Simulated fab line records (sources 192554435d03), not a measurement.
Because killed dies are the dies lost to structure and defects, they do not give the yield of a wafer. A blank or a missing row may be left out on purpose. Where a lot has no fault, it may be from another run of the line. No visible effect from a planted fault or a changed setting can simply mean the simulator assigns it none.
fab line records -- flow n5_finfet
record lots=4, wafers=12, last_day=18
route steps=1938 shown MOL_CONTACT_COAG@606 BEOL_M4@1111 PASSIVATION@1936
lots untouched by any fault: they come from a run of this same line in which no faults occurred
start_h: hours from the record's opening day to when the first of the lot's shown wafers began -- wait_h: how many hours have passed since the lot's step before this one -- " the same as in the row above -- L1.1+2: a row that stands for several wafers -- - either no value or no given start -- * or withheld: withheld -- < > ~ a bound
route shown NAME@n: a module of which the file shows steps, and the number in the route of the first -- usual: mean and standard deviation over wafers with no fault -- same: alike in all rows -- chamber/n: place in a boat -- sites: each site's reading -- _std_site: how widely they spread, as a standard deviation -- _edge_site: the outer-site mean with the inner-site mean subtracted -- radius_mm: how far each site lies from the wafer's centre -- mask NAME#n: copy n -- behind: tool/chamber where the wafer was last shaped -- hold: why the lot was held/for how many hours/how that ended -- device: names the non-switching transistor (n, p or np) -- end of line: at the end of the route, the tests of the same wafers -- a step without rows: its recipe alone -- killed: dies lost to structure and defects at the first sort, not the wafer's yield -- map: per-die view of a wafer (x killed, . not killed, _ where there is no die)
set.NAME: the run value of the setting; set.NAME@STEP: its run value at that earlier step -- model.NAME: the simulator's own value behind a step, which no gauge read
lots at selected steps of the route; one table per step, one row per wafer
services: a tool's chamber out of use, with start hour (start_h, from the record's first day; less than 0 if before it), hours out, and reason
## steps
# step N5_MOL_CONTACT_COAG_ETCH_65
# recipe chemistry=N2/H2, target=underlayer, target_depth_a=130, mask_material=CAR-EUV, time_s=10.4, ion_energy_ev=200, pressure_mtorr=30, source_w=840, bias_w=150, n2_flow_sccm=200, h2_flow_sccm=200, ends=cleared
# step N5_MOL_CONTACT_COAG_ETCH_66
# recipe chemistry=CF4, target=SiARC, target_depth_a=130, mask_material=CAR-EUV, time_s=21.7, ion_energy_ev=80, pressure_mtorr=40, source_w=545, bias_w=36, Ar_flow_sccm=100, cf4_flow_sccm=100, ends=cleared
# step N5_MOL_CONTACT_COAG_ALD_133
# recipe material=SiO2, target_thk_a=50, temp_c=100, ald_precursor_family=BDEAS, ald_co_reactant=O2-plasma, pulse_time_s=1, co_reactant_pulse_time_s=1, purge_time_s=2, co_reactant_purge_time_s=2, ald_cycles=35, pressure_torr=2
# step N5_MOL_CONTACT_COAG_ETCHBACK_134
# recipe chemistry=CHF3, target=SiO2, target_depth_a=100, time_s=6.7, ion_energy_ev=200, pressure_mtorr=30, source_w=610, bias_w=170, Ar_flow_sccm=200, CHF3_flow_sccm=50
# step N5_MOL_CONTACT_COAG_ETCH_67
# recipe chemistry=N2/H2, target=SOC, target_depth_a=600, overetch_a=210, mask_material=SiARC, temp_c=40, time_s=101.2, ion_energy_ev=200, pressure_mtorr=30, source_w=840, bias_w=150, n2_flow_sccm=200, h2_flow_sccm=200
# step N5_MOL_CONTACT_COAG_STRIP_68
# recipe chemistry=N2/H2, temp_c=40, n2_flow_sccm=200, h2_flow_sccm=200, rf_frequency_hz=6e+07
# step N5_MOL_CONTACT_COAG_STRIP_69
# recipe chemistry=N2/H2, temp_c=40, n2_flow_sccm=200, h2_flow_sccm=200, rf_frequency_hz=6e+07
# step N5_MOL_CONTACT_COAG_ETCHBACK_136
# recipe chemistry=CHF3, target=SiO2, target_depth_a=250, time_s=16.7, ion_energy_ev=200, pressure_mtorr=30, source_w=610, bias_w=170, Ar_flow_sccm=200, CHF3_flow_sccm=50
# step N5_MOL_CONTACT_COAG_STRIP_120
# recipe chemistry=CHF3, resist=SiARC, rf_frequency_hz=6e+07
# step N5_MOL_CONTACT_COAG_VIA_ETCH_117
# recipe chemistry=C4F6/O2, target_depth_a=400, overetch_a=80, mask_material=SOC, target=SiO2, bias_w=455, pressure_mtorr=10, time_s=26, source_w=325, Ar_flow_sccm=300, C4F6_flow_sccm=10, O2_flow_sccm=10, ion_energy_ev=575.3, ends=end_point
# step N5_MOL_CONTACT_COAG_ETCH_124
# recipe chemistry=CH3F/O2, target=SiNx, target_depth_a=65, mask_material=SOC, stop_on=SiOC, over_etch_frac=0.3, ion_energy_ev=120, pressure_mtorr=30, source_w=395, bias_w=73, Ar_flow_sccm=150, CH3F_flow_sccm=30, O2_flow_sccm=20, ends=end_point
# step N5_MOL_CONTACT_COAG_ETCH_48
# recipe chemistry=C4F6/O2, target_depth_a=150, overetch_a=45, mask_material=SOC, target=SiOC, bias_w=465, pressure_mtorr=10, time_s=17, source_w=335, Ar_flow_sccm=300, C4F6_flow_sccm=10, O2_flow_sccm=10, ion_energy_ev=576
# step N5_MOL_CONTACT_COAG_STRIP_72
# recipe chemistry=N2/H2, power_w=450, temp_c=40, pressure_mtorr=20, rf_frequency_hz=6e+07, overash_fraction=3, bias_power_w=7, h2_frac=0.5, n2_flow_sccm=200, h2_flow_sccm=200
# usual bias_power_w=6.997/0.023, chamber_pressure_mTorr=19.99/0.043, drypump_motor_current_A=5.8/0.61, oes_product_au=0.76/0.071, rf_vpp_V=59.0/1.9, showerhead_plenum_p_Torr=2.50/0.081, temp_c=40.01/0.12, throttle_valve_pct=23.72/0.18
lot.wafer,tool,chamber,start_h,wait_h,bias_power_w,chamber_pressure_mTorr,drypump_motor_current_A,oes_product_au,rf_hours_counter_h,rf_vpp_V,showerhead_plenum_p_Torr,temp_c,throttle_valve_pct,model.SOC_of_MOL_CONTACT_COAG_COAT_62.thk_nm,model.SiO2_of_MOL_CONTACT_COAG_ALD_133.thk_nm
L569.2,rie_diel-06,1,134.72,0.0,-,-,-,-,-,-,-,-,-,46.8,5
L569.3,rie_diel-06,3,134.72,0.0,-,-,-,-,-,-,-,-,-,46,5
L569.6,rie_diel-06,2,134.72,0.0,-,-,-,-,-,-,-,-,-,46,5
L570.1,rie_diel-01,3,138.71,0.0,-,-,-,-,-,-,-,-,-,45.6,5
L570.2,rie_diel-01,0,138.71,0.0,-,-,-,-,-,-,-,-,-,46.2,5
L570.6,rie_diel-01,3,138.71,0.0,-,-,-,-,-,-,-,-,-,45.4,5
L586.1,rie_diel-05,1,233.70,0.0,7.002,19.96,5.9,0.83,86,61.4,2.47,39.80,24.02,0,0
L586.4,rie_diel-05,3,233.70,0.0,7.024,20.07,6.7,0.72,-,56.2,2.40,39.94,23.98,0,0
L586.6,rie_diel-05,0,233.70,0.0,7.009,19.95,5.3,0.66,-,59.1,2.62,39.79,23.79,0,0
L587.2,rie_diel-06,1,247.97,0.0,6.984,19.99,5.8,0.93,13,58.1,2.61,40.06,23.53,0,0
L587.3,rie_diel-06,3,247.97,0.0,6.942,20.01,4.8,0.73,163,63.3,2.44,40.04,23.77,0,0
L587.6,rie_diel-06,3,247.97,0.0,6.965,20.08,4.8,0.74,-,59.7,2.44,40.00,23.76,0,0
# step N5_MOL_CONTACT_COAG_STRIP_49
# recipe chemistry=N2/H2, time_s=30, power_w=1000, temp_c=250, pressure_mtorr=withheld, n2_flow_sccm=1750, h2_flow_sccm=3250
# usual drypump_motor_current_A=5.6/0.44, h2_flow_sccm=3250/9, heater_power_w=312/25, temp_c=249.97/0.19
lot.wafer,tool,chamber,start_h,wait_h,drypump_motor_current_A,h2_flow_sccm,heater_power_w,rf_hours_counter_h,temp_c,model.SOC_of_MOL_CONTACT_COAG_COAT_62.thk_nm
L569.2,plasma_asher-02,1,134.80,0.1,5.1,3252,278,48,249.99,34.6
L569.3,plasma_asher-02,1,134.80,0.1,5.1,3248,270,-,250.29,33.8
L569.6,plasma_asher-02,1,134.80,0.1,5.1,3251,270,-,250.08,33.8
L570.1,plasma_asher-02,0,138.80,0.1,5.4,3250,331,49,249.85,33.4
L570.2,plasma_asher-02,1,138.80,0.1,5.1,3252,269,49,249.81,34
L570.6,plasma_asher-02,0,138.80,0.1,5.4,3266,328,-,250.11,33.4
L586.1,plasma_asher-01,1,233.78,-,6.3,3256,315,118,249.89,0
L586.4,plasma_asher-01,1,233.78,-,6.3,3246,316,-,249.78,0
L586.6,plasma_asher-01,1,233.78,-,6.3,3239,313,-,249.76,0
L587.2,plasma_asher-02,0,248.05,-,5.4,3243,327,70,249.56,0
L587.3,plasma_asher-02,0,248.05,-,5.4,3252,334,-,249.52,0
L587.6,plasma_asher-02,1,248.05,-,5.1,3242,270,-,250.03,0
# step N5_MOL_CONTACT_COAG_PRECLEAN_138
# recipe chemistry=alkaline_clean, temp_c=60, time_s=60, do_ppb=50
# step N5_BEOL_M4_RC_MEAS_101
# usual DIBL_N=36.5/2, DIBL_P=36.5/2.3, IOFF_N=0.16/0.036, IOFF_P=0.21/0.037, ION_N=672/12, ION_P=459/7.1, SS_N=71.6/0.73, SS_P=73.4/0.76, VT_N=250/3.3, VT_P=-250.5/2.9
lot.wafer,tool,chamber,start_h,wait_h,DIBL_N[mV/V],DIBL_P[mV/V],IOFF_N[nA/um],IOFF_P[nA/um],ION_N[uA/um],ION_P[uA/um],SS_N[mV/dec],SS_P[mV/dec],VT_N[mV],VT_P[mV]
L586.1,prober-01,0,309.25,0.0,37.3,40.0,0.21,0.28,689,471,71.6,74.9,245,-244.4
L586.4,prober-01,0,309.25,0.0,38.8,39.3,0.26,0.27,668,460,73.0,74.5,246,-246.3
L586.6,prober-01,0,309.25,0.0,36.9,38.2,0.20,0.26,683,466,71.9,73.5,247,-247.0
L587.2,prober-01,0,332.22,0.2,41.1,42.9,0.27,0.25,704,461,72.7,75.0,245,-252.2
L587.3,prober-01,0,332.22,0.2,35.5,37.8,0.14,0.19,664,454,71.2,73.7,253,-253.2
L587.6,prober-01,0,332.22,0.2,36.7,38.2,0.16,0.19,677,455,71.6,74.5,251,-254.5
# step N5_PASSIVATION_PROBE_49
# usual defect_limited_yield=91.4/1.4, killed_at_M0_to_M3=33/11, killed_at_M4_up=13/5.3, killed_at_contacts=13/6.1, killed_at_front_end=40/11, killed_at_other=2.9/2.7, killed_dies=102/17, killed_on_rim=14/4.2, killed_open=68/13, killed_short=32/7.5, sort_bin_4_leakage=0.00/0.022, sort_bin_5_function=5.1/0.98, sort_bin_6_memory=3.2/0.69, sort_n_pass=1077/21, sort_yield_pct=91.3/1.7
# same gross_dies=1180, killed_at_back_side=0, sort_bin_8_speed[%]=0
lot.wafer,tool,chamber,start_h,wait_h,defect_limited_yield[%],killed_at_M0_to_M3,killed_at_M4_up,killed_at_contacts,killed_at_front_end,killed_at_other,killed_dies,killed_on_rim,killed_open,killed_short,sort_bin_4_leakage[%],sort_bin_5_function[%],sort_bin_6_memory[%],sort_n_pass,sort_yield_pct[%]
L569.2,prober-02,-,316.22,0.1,0,32,14,1059,73,2,1180,152,101,37,0,95.4,4.3,0,0
L569.3,prober-02,-,316.27,0.1,0,25,12,1084,51,8,1180,152,68,37,0,96.5,3.1,0,0
L569.6,prober-02,-,316.42,0.3,0,55,6,1062,55,2,1180,152,97,33,0,95.8,4.2,0,0
L570.1,prober-02,-,320.44,0.0,0,32,26,1086,32,4,1180,152,86,25,0,96.5,3.4,0,0
L570.2,prober-02,-,320.49,0.1,0,44,15,1099,21,1,1180,152,61,37,0,97.2,2.4,0,0
L570.6,prober-02,-,320.69,0.3,0,21,18,1111,29,1,1180,152,56,28,0,97.2,2.5,0,0
L586.1,prober-02,-,419.58,0.0,91.0,13,24,9,51,9,106,18,76,29,0,5.6,3.1,1074,91.0
L586.6,prober-02,-,419.83,0.3,90.9,29,22,9,43,4,107,14,76,29,0,5.8,3.1,1073,90.9
# killed by level:class
L569.2 MOL_CONTACT_COAG:area_cvd=1041 FIN_SAQP:geometric_particle:open=27 STI_FIN_REVEAL:geometric_particle:open=17 MOL_CONTACT_COAG:geometric_particle:open=15 FIN_SAQP:geometric_particle:short=10 BEOL_M2:geometric_particle:open=9 BEOL_M3:geometric_particle:open=7 DUMMY_GATE:geometric_particle:open=5
L569.3 MOL_CONTACT_COAG:area_cvd=1074 FIN_SAQP:geometric_particle:open=22 BEOL_M0_SAQP:geometric_particle:open=9 STI_FIN_REVEAL:geometric_particle:open=7 FIN_SAQP:geometric_particle:short=6 BEOL_M0_SAQP:geometric_particle:short=6 MOL_CONTACT_COAG:geometric_particle:open=5 MOL_CONTACT_COAG:geometric_particle:short=5
L569.6 MOL_CONTACT_COAG:area_cvd=1050 STI_FIN_REVEAL:geometric_particle:open=18 BEOL_M2:geometric_particle:open=16 BEOL_M0_SAQP:geometric_particle:open=14 MOL_CONTACT_COAG:geometric_particle:open=11 GATE_CUT:geometric_particle:short=7 BEOL_M2:geometric_particle:short=7 BEOL_M3:geometric_particle:open=7
L570.1 MOL_CONTACT_COAG:area_cvd=1069 BEOL_M4:geometric_particle:open=18 BEOL_M0_SAQP:geometric_particle:open=13 MOL_CONTACT_COAG:geometric_particle:open=12 STI_FIN_REVEAL:geometric_particle:open=9 BEOL_M1:geometric_particle:open=7 BEOL_M3:geometric_particle:open=6 MOL_CONTACT_COAG:geometric_particle:short=5
L570.2 MOL_CONTACT_COAG:area_cvd=1081 MOL_CONTACT_COAG:geometric_particle:open=16 BEOL_M0_SAQP:geometric_particle:short=12 GATE_CUT:geometric_particle:short=8 BEOL_M0_SAQP:geometric_particle:open=8 BEOL_M4:geometric_particle:open=7 BEOL_M3:geometric_particle:open=5 BEOL_M2:geometric_particle:open=5
L570.6 MOL_CONTACT_COAG:area_cvd=1095 MOL_CONTACT_COAG:geometric_particle:open=15 BEOL_M4:geometric_particle:short=7 BEOL_M1:geometric_particle:open=6 BEOL_M4:geometric_particle:open=6 GATE_CUT:geometric_particle:short=5 BEOL_M5:geometric_particle:open=5 FIN_SAQP:geometric_particle:short=4
L586.1 STI_FIN_REVEAL:geometric_particle:open=15 BEOL_M4:geometric_particle:open=14 FIN_SAQP:geometric_particle:open=13 FIN_SAQP:geometric_particle:short=10 MOL_CONTACT_COAG:geometric_particle:open=7 STARTING-WAFER:geometric_particle:open=5 BEOL_M0:geometric_particle:open=4 BEOL_M3:geometric_particle:open=4
L586.6 FIN_SAQP:geometric_particle:open=12 FIN_SAQP:geometric_particle:short=10 BEOL_M4:geometric_particle:open=10 MOL_CONTACT_COAG:geometric_particle:open=8 BEOL_M1:geometric_particle:open=7 BEOL_M0:geometric_particle:open=6 GATE_CUT:geometric_particle:short=5 STI_FIN_REVEAL:geometric_particle:open=5
# map L569.2 (x killed, . not)
_________________xxxxxxxxxxxx________________
______________xxxxxxxxxxxxxxxxxx_____________
___________xxxxxxxxxxxxxxxxxxxxxxxx__________
__________xxxxxxxxxxxxxxxxxxxxxxxxxx_________
________xxxxxxxxxxxxxxxxxxxxxxxxxxxxxx_______
_______xxxxxxxxxxxxxxxxxxxxxxxxxxxxxxxx______
______xxxxxxxxxxxxxxxxxxxxxxxxxxxxxxxxxx_____
_____xxxxxxxxxxxxxxxxxxxxxxxxxxxxxxxxxxxx____
____xxxxxxxxxxxxxxxxxxxxxxxxxxxxxxxxxxxxxx___
___xxxxxxxxxxxxxxxxxxxxxxxxxxxxxxxxxxxxxxxx__
___xxxxxxxxxxxxxxxxxxxxxxxxxxxxxxxxxxxxxxxx__
__xxxxxxxxxxxxxxxxxxxxxxxxxxxxxxxxxxxxxxxxxx_
__xxxxxxxxxxxxxxxxxxxxxxxxxxxxxxxxxxxxxxxxxx_
_xxxxxxxxxxxxxxxxxxxxxxxxxxxxxxxxxxxxxxxxxxxx
_xxxxxxxxxxxxxxxxxxxxxxxxxxxxxxxxxxxxxxxxxxxx
_xxxxxxxxxxxxxxxxxxxxxxxxxxxxxxxxxxxxxxxxxxxx
_xxxxxxxxxxxxxxxxxxxxxxxxxxxxxxxxxxxxxxxxxxxx
_xxxxxxxxxxxxxxxxxxxxxxxxxxxxxxxxxxxxxxxxxxxx
_xxxxxxxxxxxxxxxxxxxxxxxxxxxxxxxxxxxxxxxxxxxx
_xxxxxxxxxxxxxxxxxxxxxxxxxxxxxxxxxxxxxxxxxxxx
_xxxxxxxxxxxxxxxxxxxxxxxxxxxxxxxxxxxxxxxxxxxx
__xxxxxxxxxxxxxxxxxxxxxxxxxxxxxxxxxxxxxxxxxx_
__xxxxxxxxxxxxxxxxxxxxxxxxxxxxxxxxxxxxxxxxxx_
___xxxxxxxxxxxxxxxxxxxxxxxxxxxxxxxxxxxxxxxx__
___xxxxxxxxxxxxxxxxxxxxxxxxxxxxxxxxxxxxxxxx__
____xxxxxxxxxxxxxxxxxxxxxxxxxxxxxxxxxxxxxx___
_____xxxxxxxxxxxxxxxxxxxxxxxxxxxxxxxxxxxx____
______xxxxxxxxxxxxxxxxxxxxxxxxxxxxxxxxxx_____
_______xxxxxxxxxxxxxxxxxxxxxxxxxxxxxxxx______
________xxxxxxxxxxxxxxxxxxxxxxxxxxxxxx_______
__________xxxxxxxxxxxxxxxxxxxxxxxxxx_________
___________xxxxxxxxxxxxxxxxxxxxxxxx__________
______________xxxxxxxxxxxxxxxxxx_____________
_________________xxxxxxxxxxxx________________
# map L570.1 (x killed, . not)
_________________xxxxxxxxxxxx________________
______________xxxxxxxxxxxxxxxxxx_____________
___________xxxxxxxxxxxxxxxxxxxxxxxx__________
__________xxxxxxxxxxxxxxxxxxxxxxxxxx_________
________xxxxxxxxxxxxxxxxxxxxxxxxxxxxxx_______
_______xxxxxxxxxxxxxxxxxxxxxxxxxxxxxxxx______
______xxxxxxxxxxxxxxxxxxxxxxxxxxxxxxxxxx_____
_____xxxxxxxxxxxxxxxxxxxxxxxxxxxxxxxxxxxx____
____xxxxxxxxxxxxxxxxxxxxxxxxxxxxxxxxxxxxxx___
___xxxxxxxxxxxxxxxxxxxxxxxxxxxxxxxxxxxxxxxx__
___xxxxxxxxxxxxxxxxxxxxxxxxxxxxxxxxxxxxxxxx__
__xxxxxxxxxxxxxxxxxxxxxxxxxxxxxxxxxxxxxxxxxx_
__xxxxxxxxxxxxxxxxxxxxxxxxxxxxxxxxxxxxxxxxxx_
_xxxxxxxxxxxxxxxxxxxxxxxxxxxxxxxxxxxxxxxxxxxx
_xxxxxxxxxxxxxxxxxxxxxxxxxxxxxxxxxxxxxxxxxxxx
_xxxxxxxxxxxxxxxxxxxxxxxxxxxxxxxxxxxxxxxxxxxx
_xxxxxxxxxxxxxxxxxxxxxxxxxxxxxxxxxxxxxxxxxxxx
_xxxxxxxxxxxxxxxxxxxxxxxxxxxxxxxxxxxxxxxxxxxx
_xxxxxxxxxxxxxxxxxxxxxxxxxxxxxxxxxxxxxxxxxxxx
_xxxxxxxxxxxxxxxxxxxxxxxxxxxxxxxxxxxxxxxxxxxx
_xxxxxxxxxxxxxxxxxxxxxxxxxxxxxxxxxxxxxxxxxxxx
__xxxxxxxxxxxxxxxxxxxxxxxxxxxxxxxxxxxxxxxxxx_
__xxxxxxxxxxxxxxxxxxxxxxxxxxxxxxxxxxxxxxxxxx_
___xxxxxxxxxxxxxxxxxxxxxxxxxxxxxxxxxxxxxxxx__
___xxxxxxxxxxxxxxxxxxxxxxxxxxxxxxxxxxxxxxxx__
____xxxxxxxxxxxxxxxxxxxxxxxxxxxxxxxxxxxxxx___
_____xxxxxxxxxxxxxxxxxxxxxxxxxxxxxxxxxxxx____
______xxxxxxxxxxxxxxxxxxxxxxxxxxxxxxxxxx_____
_______xxxxxxxxxxxxxxxxxxxxxxxxxxxxxxxx______
________xxxxxxxxxxxxxxxxxxxxxxxxxxxxxx_______
__________xxxxxxxxxxxxxxxxxxxxxxxxxx_________
___________xxxxxxxxxxxxxxxxxxxxxxxx__________
______________xxxxxxxxxxxxxxxxxx_____________
_________________xxxxxxxxxxxx________________
## services
tool,chamber,start_h,hours,kind
rie_diel-05,1,116.27,3.7,repair
rie_diel-06,2,128.59,2.3,repair
plasma_asher-01,-,132.64,4.5,repair
rie_diel-01,0,153.21,-,clean
rie_diel-01,0,153.21,-,consumable_replace:focus_ring
rie_diel-01,0,153.21,-,consumable_replace:showerhead
rie_diel-01,0,153.21,21.3,scheduled_down
rie_diel-05,0,156.68,4.6,repair
plasma_asher-02,-,172.77,8.9,repair
rie_diel-06,1,173.05,-,clean
rie_diel-06,1,173.05,-,consumable_replace:focus_ring
rie_diel-06,1,173.05,16.4,scheduled_down
rie_diel-06,1,173.05,16.4,vent_cycle
rie_diel-06,0,176.57,2.9,repair
rie_diel-01,3,183.44,7.2,repair
rie_diel-06,1,199.25,14.5,repair
rie_diel-06,-,209.18,0.3,repair
rie_diel-06,-,210.01,4.8,repair
rie_diel-06,1,216.20,8.8,repair
rie_diel-06,2,216.94,4.0,repair
plasma_asher-01,-,224.83,0.6,repair
rie_diel-06,0,227.20,14.4,repair
rie_diel-05,-,236.83,0.2,repair
rie_diel-06,2,241.76,6.5,repair
## key
first_sign step=N5_MOL_CONTACT_COAG_STRIP_72, reading=tool_record, direction=missing
effect step=N5_PASSIVATION_PROBE_49, reading=killed_at_contacts, direction=up, sigmas=99+, usual=13, struck=1084
model_effect step=N5_MOL_CONTACT_COAG_STRIP_72, value=SOC_of_MOL_CONTACT_COAG_COAT_62.thk_nm, without=0, struck=46
model_effect step=N5_MOL_CONTACT_COAG_STRIP_49, value=SOC_of_MOL_CONTACT_COAG_COAT_62.thk_nm, without=0, struck=33.83
more_kills_born_at N5_MOL_CONTACT_COAG_CVD_140@cvd_w-01=3245, N5_MOL_CONTACT_COAG_CVD_140@cvd_w-02=3165
met_at N5_MOL_CONTACT_COAG_STRIP_72
struck_wafers L569.2,L569.3,L569.6,L570.1,L570.2,L570.6
later_rows_left_out L569.2,L569.3,L569.6,L570.1,L570.2,L570.6
fault kind=skipped_step_whole, tool=rie_diel-01,rie_diel-06, chamber=-, onset_h=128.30, steps=N5_MOL_CONTACT_COAG_STRIP_72, scope=struck_lots_only
# later_rows_left_out: the simulator's readings of these wafers behind a module that went badly wrong aren't trusted and aren't shown, but for the sort
